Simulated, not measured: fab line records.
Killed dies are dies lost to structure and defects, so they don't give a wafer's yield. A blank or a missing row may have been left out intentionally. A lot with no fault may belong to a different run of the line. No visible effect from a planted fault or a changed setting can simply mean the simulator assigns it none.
Which tool is to blame?    flow nandHarc    Sampling: 24 lots, 72 wafers, 6 of 1302 route steps

## WHAT EACH GAUGE READ, for each wafer
NHARC_A_CONTACT_CD_MEAS_53. Usual: cdNm reads 289.6 nm (standard deviation 1).
lot   measured      on        cdNm (nm)          flag
L074  day 21 10:28  cdSem-01  289.4 290.3 290.1  
L075  day 22 15:32  cdSem-02  287.5 288.4 287.9  
L078  day 23 00:51  cdSem-01  289.1 288.5 288.2  
L076  day 23 01:04  cdSem-03  290.2 290.3 290.8  
L077  day 23 10:11  cdSem-03  288.9 289.4 290.2  
L079  day 23 20:47  cdSem-02  291.1 290.0 290.0  
L080  day 24 14:25  cdSem-01  288.5 288.2 288.6  
L081  day 24 20:31  cdSem-01  290.5 289.8 289.9  
L082  day 24 19:40  cdSem-01  290.6 289.8 289.6  
L084  day 25 12:38  cdSem-03  289.1 290.7 289.6  
L083  day 25 17:12  cdSem-01  289.8 288.8 290.2  
L086  day 26 08:49  cdSem-03  291.4 290.1 291.4  
L087  day 26 15:44  cdSem-02  288.7 288.6 288.6  
L085  day 26 16:00  cdSem-03  289.0 289.8 290.7  
L088  day 26 22:16  cdSem-02  290.8 289.2 289.8  
L089  day 27 07:46  cdSem-02  288.5 288.0 287.5  
L090  day 27 22:23  cdSem-01  290.3 291.0 290.3  
L091  day 28 14:41  cdSem-01  291.0 290.5 290.6  
L092  day 29 04:44  cdSem-01  290.4 290.0 289.6  
L093  day 30 01:17  cdSem-03  287.1 287.1 287.6  
L094  day 30 07:14  cdSem-03  289.4 288.7 289.4  
L095  day 30 07:54  cdSem-03  289.8 289.7 290.5  
L096  day 30 11:04  cdSem-02  289.0 288.9 289.1  
L097  day 30 19:47  cdSem-03  289.3 289.6 288.2  

## TOOL THAT RAN EACH LOT (tool first, then ch and the chambers of the sampled wafers, then the start)
lot   NHARC_A_WL_FILL_STRIP_29           NHARC_A_WL_FILL_ALD_19              NHARC_A_CONTACT_DESCUM_47          NHARC_A_CONTACT_ETCH_118            NHARC_A_CONTACT_ETCH_122
L074  rieDiel-11 ch 0,2,3, day 20 17:23  aldMetal-01 ch 0,1, day 20 22:52    rieDiel-05 ch 0,1,3, day 21 05:23  harCapEtch-02 ch 0,1, day 21 08:26  harCapEtch-02 ch 0,1, day 21 09:07
L075  rieDiel-11 ch 0,1,2, day 21 19:57  aldMetal-03 ch 0,3, day 22 01:31    rieDiel-05 ch 0,3, day 22 10:26    harCapEtch-01 ch 0,1, day 22 13:29  harCapEtch-01 ch 0,1, day 22 14:11
L078  rieDiel-01 ch 0,1,2, day 22 07:31  aldMetal-01 ch 0,1,3, day 22 13:07  rieDiel-05 ch 0,1, day 22 19:43    harCapEtch-02 ch 0,1, day 22 22:47  harCapEtch-02 ch 0,1, day 22 23:28
L076  rieDiel-12 ch 1,2,3, day 22 08:10  aldMetal-03 ch 1,2,3, day 22 13:09  rieDiel-03 ch 0,2, day 22 19:59    harCapEtch-03 ch 0,1, day 22 23:01  harCapEtch-03 ch 0,1, day 22 23:41
L077  rieDiel-12 ch 1,2,3, day 22 16:46  aldMetal-03 ch 2,3, day 22 22:22    rieDiel-05 ch 0,1,3, day 23 05:06  harCapEtch-02 ch 0,1, day 23 08:11  harCapEtch-02 ch 0,1, day 23 08:52
L079  rieDiel-01 ch 1,2,3, day 23 02:16  aldMetal-03 ch 0,2, day 23 07:48    rieDiel-05 ch 0,1,2, day 23 15:40  harCapEtch-02 ch 0,1, day 23 18:44  harCapEtch-02 ch 0,1, day 23 19:25
L080  rieDiel-12 ch 0,1,2, day 23 18:30  aldMetal-02 ch 1,2,3, day 23 23:59  rieDiel-05 ch 0,1,2, day 24 09:19  harCapEtch-02 ch 0,1, day 24 12:22  harCapEtch-02 ch 0,1, day 24 13:02
L081  rieDiel-01 ch 0,2, day 24 02:23    aldMetal-01 ch 0,1, day 24 07:57    rieDiel-10 ch 0,2,3, day 24 15:25  harCapEtch-03 ch 1, day 24 18:28    harCapEtch-03 ch 1, day 24 19:08
L082  rieDiel-12 ch 0,1,2, day 24 02:27  aldMetal-02 ch 0,1,3, day 24 07:57  rieDiel-05 ch 0,1,2, day 24 14:34  harCapEtch-01 ch 0,1, day 24 17:37  harCapEtch-01 ch 0,1, day 24 18:18
L084  rieDiel-01 ch 0,3, day 24 15:10    aldMetal-02 ch 1,2, day 24 20:56    rieDiel-05 ch 0,2,3, day 25 07:08  harCapEtch-02 ch 0,1, day 25 10:36  harCapEtch-02 ch 0,1, day 25 11:17
L083  rieDiel-12 ch 0,1, day 24 18:15    aldMetal-01 ch 0,1, day 25 01:43    rieDiel-03 ch 0,2, day 25 12:02    harCapEtch-01 ch 0,1, day 25 15:09  harCapEtch-01 ch 0,1, day 25 15:50
L086  rieDiel-12 ch 1,3, day 25 15:03    aldMetal-01 ch 2,3, day 25 20:37    rieDiel-05 ch 1,2, day 26 03:44    harCapEtch-03 ch 0,1, day 26 06:47  harCapEtch-03 ch 0,1, day 26 07:28
L087  rieDiel-11 ch 1,2,3, day 25 22:02  aldMetal-01 ch 0,2, day 26 03:32    rieDiel-10 ch 0,1,3, day 26 10:13  harCapEtch-02 ch 0, day 26 13:41    harCapEtch-02 ch 0, day 26 14:22
L085  rieDiel-12 ch 1,3, day 25 22:02    aldMetal-03 ch 2,3, day 26 03:33    rieDiel-03 ch 0,1,2, day 26 10:33  harCapEtch-03 ch 0,1, day 26 13:57  harCapEtch-03 ch 0,1, day 26 14:38
L088  rieDiel-11 ch 0,1,2, day 26 02:51  aldMetal-01 ch 0,1,2, day 26 08:30  rieDiel-03 ch 1,2,3, day 26 16:32  harCapEtch-02 ch 0,1, day 26 19:59  harCapEtch-02 ch 0,1, day 26 20:40
L089  rieDiel-12 ch 0,2,3, day 26 11:39  aldMetal-01 ch 1,2, day 26 17:14    rieDiel-10 ch 0,2,3, day 27 02:40  harCapEtch-03 ch 0,1, day 27 05:43  harCapEtch-03 ch 0,1, day 27 06:23
L090  rieDiel-01 ch 0,3, day 27 04:38    aldMetal-02 ch 0,1,3, day 27 10:22  rieDiel-05 ch 0,3, day 27 17:16    harCapEtch-03 ch 0,1, day 27 20:23  harCapEtch-03 ch 0,1, day 27 21:04
L091  rieDiel-12 ch 0,1,3, day 27 20:54  aldMetal-03 ch 0,1, day 28 02:41    rieDiel-05 ch 2,3, day 28 09:37    harCapEtch-03 ch 0,1, day 28 12:39  harCapEtch-03 ch 0,1, day 28 13:20
L092  rieDiel-12 ch 2,3, day 28 09:38    aldMetal-03 ch 1,2,3, day 28 15:05  rieDiel-05 ch 0,2,3, day 28 23:02  harCapEtch-03 ch 0,1, day 29 02:14  harCapEtch-03 ch 0,1, day 29 03:08
L093  rieDiel-12 ch 0,1,2, day 29 07:49  aldMetal-02 ch 0,1,3, day 29 13:25  rieDiel-05 ch 0,3, day 29 20:04    harCapEtch-01 ch 0,1, day 29 23:16  harCapEtch-01 ch 0,1, day 29 23:56
L094  rieDiel-01 ch 1,3, day 29 13:21    aldMetal-02 ch 1,2,3, day 29 19:07  rieDiel-10 ch 0,2,3, day 30 02:08  harCapEtch-03 ch 0,1, day 30 05:12  harCapEtch-03 ch 0,1, day 30 05:53
L095  rieDiel-12 ch 0,1,2, day 29 14:02  aldMetal-03 ch 1,2,3, day 29 19:07  rieDiel-05 ch 0,2,3, day 30 01:50  harCapEtch-02 ch 0,1, day 30 05:22  harCapEtch-02 ch 0,1, day 30 06:16
L096  rieDiel-11 ch 1,2,3, day 29 17:26  aldMetal-01 ch 1,2, day 29 23:02    rieDiel-05 ch 2,3, day 30 05:59    harCapEtch-01 ch 0,1, day 30 09:01  harCapEtch-01 ch 0,1, day 30 09:43
L097  rieDiel-01 ch 0,3, day 30 01:26    aldMetal-03 ch 2,3, day 30 06:59    rieDiel-05 ch 1,3, day 30 14:36    harCapEtch-01 ch 0,1, day 30 17:41  harCapEtch-01 ch 0,1, day 30 18:22
- NHARC_A_WL_FILL_STRIP_29: strips in O2, time 20 s.
- NHARC_A_WL_FILL_ALD_19: deposits TiN, target thk 2 nm, pulse time 3 s, ald cycles 100.
- NHARC_A_CONTACT_DESCUM_47: chemistry O2, time 3 s.
- NHARC_A_CONTACT_ETCH_118: etches the open film in C4F8/O2/Ar, time 190 s, target depth 1850 nm.
- NHARC_A_CONTACT_ETCH_122: etches the open film in C4F8/O2/Ar, time 190 s, target depth 1850 nm.

## WHAT THE TOOLS THEMSELVES READ (means of the sampled wafers that have a number; where no wafer has one, the mark that the record gives instead)
NHARC_A_WL_FILL_STRIP_29. Usual: drypumpMotorCurrentA 5.8 A, standard deviation 0.46; mfcArSccm 0.005 sccm, standard deviation 0.0074; oesProductAu 1.001 a.u., standard deviation 0.0081; rfVppV 57.6 V, standard deviation 0.87; showerheadPlenumPTorr 3.44 Torr, standard deviation 0.12; throttleValvePct 17.037 %, standard deviation 0.0093.
lot   tool        drypumpMotorCurrentA (A)  mfcArSccm (sccm)  oesProductAu (a.u.)  rfVppV (V)  showerheadPlenumPTorr (Torr)  throttleValvePct (%)  flag
L074  rieDiel-11  6.2                       0.005             1.009                57.7        3.46                          17.033                
L075  rieDiel-11  6.0                       0.005             1.002                56.9        3.45                          17.042                
L078  rieDiel-01  5.8                       0.006             0.991                57.9        3.56                          17.040                
L076  rieDiel-12  5.6                       0.000             1.006                56.7        3.32                          17.035                
L077  rieDiel-12  5.5                       0.000             1.002                57.3        3.32                          17.040                
L079  rieDiel-01  5.8                       0.005             0.995                57.6        3.46                          17.035                
L080  rieDiel-12  5.4                       0.006             1.000                57.4        3.39                          17.046                
L081  rieDiel-01  6.1                       0.003             0.996                58.3        3.67                          17.025                
L082  rieDiel-12  5.4                       0.006             0.996                56.9        3.39                          17.025                
L084  rieDiel-01  6.4                       0.003             1.000                57.0        3.64                          17.032                
L083  rieDiel-12  5.3                       0.013             0.994                57.3        3.47                          17.037                
L086  rieDiel-12  5.3                       0.000             1.001                56.9        3.31                          17.041                
L087  rieDiel-11  6.0                       0.000             1.001                58.6        3.46                          17.040                
L085  rieDiel-12  5.6                       0.000             1.009                58.3        3.32                          17.035                
L088  rieDiel-11  6.0                       0.005             1.004                58.5        3.44                          17.032                
L089  rieDiel-12  5.7                       0.006             1.000                57.3        3.40                          17.031                
L090  rieDiel-01  6.4                       0.003             1.004                57.8        3.64                          17.038                
L091  rieDiel-12  5.5                       0.006             1.003                57.6        3.39                          17.039                
L092  rieDiel-12  5.8                       0.000             1.009                56.1        3.32                          17.028                
L093  rieDiel-12  5.4                       0.006             0.991                58.2        3.39                          17.040                
L094  rieDiel-01  5.9                       0.009             0.998                57.4        3.41                          17.041                
L095  rieDiel-12  5.4                       0.006             1.005                57.4        3.39                          17.032                
L096  rieDiel-11  6.1                       0.000             1.007                56.9        3.46                          17.027                
L097  rieDiel-01  6.5                       0.001             1.004                58.3        3.53                          17.031                

NHARC_A_WL_FILL_ALD_19. Usual: heaterPowerW 1066 W, standard deviation 120; precursorPulseHeightRel 1.003, standard deviation 0.02.
lot   tool         heaterPowerW (W)  precursorPulseHeightRel  flag
L074  aldMetal-01  1108              0.998                    
L075  aldMetal-03  984               1.002                    
L078  aldMetal-01  1071              0.998                    
L076  aldMetal-03  1054              1.031                    
L077  aldMetal-03  976               0.994                    
L079  aldMetal-03  955               0.992                    
L080  aldMetal-02  1127              1.018                    
L081  aldMetal-01  1126              1.003                    
L082  aldMetal-02  1067              1.027                    
L084  aldMetal-02  1133              1.004                    
L083  aldMetal-01  1100              1.011                    
L086  aldMetal-01  990               1.003                    
L087  aldMetal-01  1048              0.980                    
L085  aldMetal-03  919               1.016                    
L088  aldMetal-01  1087              0.984                    
L089  aldMetal-01  1078              1.031                    
L090  aldMetal-02  1079              0.998                    
L091  aldMetal-03  1151              1.006                    
L092  aldMetal-03  1049              1.006                    
L093  aldMetal-02  1073              0.998                    
L094  aldMetal-02  1142              0.997                    
L095  aldMetal-03  1042              0.999                    
L096  aldMetal-01  1063              1.006                    
L097  aldMetal-03  954               1.024                    

NHARC_A_CONTACT_DESCUM_47. Usual: drypumpMotorCurrentA 5.5 A, standard deviation 0.45; mfcArSccm 0.005 sccm, standard deviation 0.01; oesProductAu 1.003 a.u., standard deviation 0.01; rfVppV 57.6 V, standard deviation 0.83; showerheadPlenumPTorr 1.91 Torr, standard deviation 0.075; throttleValvePct 11.311 %, standard deviation 0.009.
lot   tool        drypumpMotorCurrentA (A)  mfcArSccm (sccm)  oesProductAu (a.u.)  rfVppV (V)  showerheadPlenumPTorr (Torr)  throttleValvePct (%)  flag
L074  rieDiel-05  5.3                       0.004             1.007                57.7        1.91                          11.323                
L075  rieDiel-05  5.3                       0.008             1.017                56.8        1.86                          11.306                
L078  rieDiel-05  5.5                       0.008             1.011                57.3        1.92                          11.308                
L076  rieDiel-03  5.6                       0.000             1.001                57.6        1.93                          11.309                
L077  rieDiel-05  5.3                       0.004             1.023                57.7        1.91                          11.319                
L079  rieDiel-05  5.6                       0.004             1.010                57.7        1.93                          11.316                
L080  rieDiel-05  5.6                       0.004             1.016                57.8        1.93                          11.305                
L081  rieDiel-10  5.4                       0.025             0.996                57.3        1.95                          11.316                
L082  rieDiel-05  5.6                       0.004             1.010                57.6        1.93                          11.305                
L084  rieDiel-05  5.4                       0.004             1.007                57.6        1.87                          11.315                
L083  rieDiel-03  5.9                       0.000             1.004                57.6        1.87                          11.305                
L086  rieDiel-05  5.7                       0.000             0.993                57.4        1.93                          11.313                
L087  rieDiel-10  5.5                       0.011             0.996                56.6        1.87                          11.314                
L085  rieDiel-03  5.9                       0.000             0.999                58.5        1.95                          11.308                
L088  rieDiel-03  5.6                       0.000             1.006                57.5        1.94                          11.312                
L089  rieDiel-10  5.4                       0.025             0.999                57.6        1.95                          11.319                
L090  rieDiel-05  5.1                       0.004             0.995                57.7        1.85                          11.320                
L091  rieDiel-05  5.2                       0.000             1.006                57.8        1.86                          11.303                
L092  rieDiel-05  5.4                       0.004             1.001                57.9        1.87                          11.323                
L093  rieDiel-05  5.3                       0.008             0.987                57.0        1.85                          11.320                
L094  rieDiel-10  5.4                       0.025             0.998                58.6        1.94                          11.307                
L095  rieDiel-05  5.4                       0.004             0.998                57.3        1.87                          11.309                
L096  rieDiel-05  5.5                       0.000             0.995                57.6        1.88                          11.312                
L097  rieDiel-05  5.3                       0.000             0.996                57.9        1.94                          11.306                

## THE ANSWER, worked out from the rows above alone
Rule: take the mean of a lot's wafers that have a number; if it is more than 3 standard deviations from the usual mean, the lot is off. Also off: a lot with no number at a reading for which 4 or more lots have one. All remaining lots with rows at the step are treated as sound. The gauges are gone through in route order, then the tools' own readings, and for those a lot's mean is taken as printed above. The first step at which some lot is off is used, and at that step the reading that is off furthest; a lot without a number counts as furthest.
No lot is off at any reading shown: from this, nothing can be told.

## WHAT HAD BEEN PUT IN BY THE SIMULATOR
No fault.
